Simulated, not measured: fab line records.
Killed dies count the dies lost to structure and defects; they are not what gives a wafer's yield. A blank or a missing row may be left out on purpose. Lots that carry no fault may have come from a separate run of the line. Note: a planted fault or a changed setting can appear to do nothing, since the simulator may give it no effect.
Chamber matching || flow nand-harc || 4 sister chambers for NHARC_A_CHANNEL_FILL_D2_CMP_10 on cmp-04
The step polishes, target thk 150 nm. 4 wafers are shown with their chamber, then 8 later ones without.

== WAFERS WITH THEIR CHAMBER ==
{"wafer": "L076.1", "chamber": 1, "time-to-endpoint-s (s)": 13.6}
{"wafer": "L080.4", "chamber": 0, "time-to-endpoint-s (s)": 18.4}
{"wafer": "L085.5", "chamber": 2, "time-to-endpoint-s (s)": 15.9}
{"wafer": "L089.4", "chamber": 3, "time-to-endpoint-s (s)": 17.9}

== WAFERS WITH NO CHAMBER GIVEN ==
{"wafer": "L089.5", "time-to-endpoint-s (s)": 16.5}
{"wafer": "L089.6", "time-to-endpoint-s (s)": 17.2}
{"wafer": "L093.1", "time-to-endpoint-s (s)": 16.6}
{"wafer": "L093.2", "time-to-endpoint-s (s)": 16.4}
{"wafer": "L093.5", "time-to-endpoint-s (s)": 13.3}
{"wafer": "L096.2", "time-to-endpoint-s (s)": 20.2}
{"wafer": "L096.4", "time-to-endpoint-s (s)": 14.3}
{"wafer": "L096.6", "time-to-endpoint-s (s)": 22.3}

== THE CHAMBER EACH PASSED THROUGH ==
{"wafer": "L089.5", "from the rows above": "can't be placed: 2 or 3 or 0 or 1", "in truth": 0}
{"wafer": "L089.6", "from the rows above": "can't be placed: 3 or 0 or 2 or 1", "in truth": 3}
{"wafer": "L093.1", "from the rows above": "can't be placed: 2 or 3 or 0 or 1", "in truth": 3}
{"wafer": "L093.2", "from the rows above": "can't be placed: 2 or 3 or 0 or 1", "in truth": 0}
{"wafer": "L093.5", "from the rows above": "can't be placed: 1 or 2", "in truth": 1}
{"wafer": "L096.2", "from the rows above": "can't be placed: 0 or 3 or 2", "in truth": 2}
{"wafer": "L096.4", "from the rows above": "can't be placed: 1 or 2 or 3", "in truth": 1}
{"wafer": "L096.6", "from the rows above": "can't be placed: 0 or 3 or 2", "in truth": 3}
0 of 8 placed correctly. Not placeable from these rows: 8 (in 8, the candidates include the true chamber). 0 placed wrongly.
How it was worked out, from the rows above alone: a wafer's distance from a chamber is the root of the sum, over the readings, of the square of ((its reading less the chamber's mean) divided by the reading's scatter). If the next closest chamber is less than 2 further off than the closest, the wafer can't be placed; otherwise it belongs to the closest. The mean given for a chamber averages the wafers shown for that chamber. The scatter (one wafer shown for each chamber): square how far every hidden wafer sits from the nearest shown wafer, average those squares and take the square root.
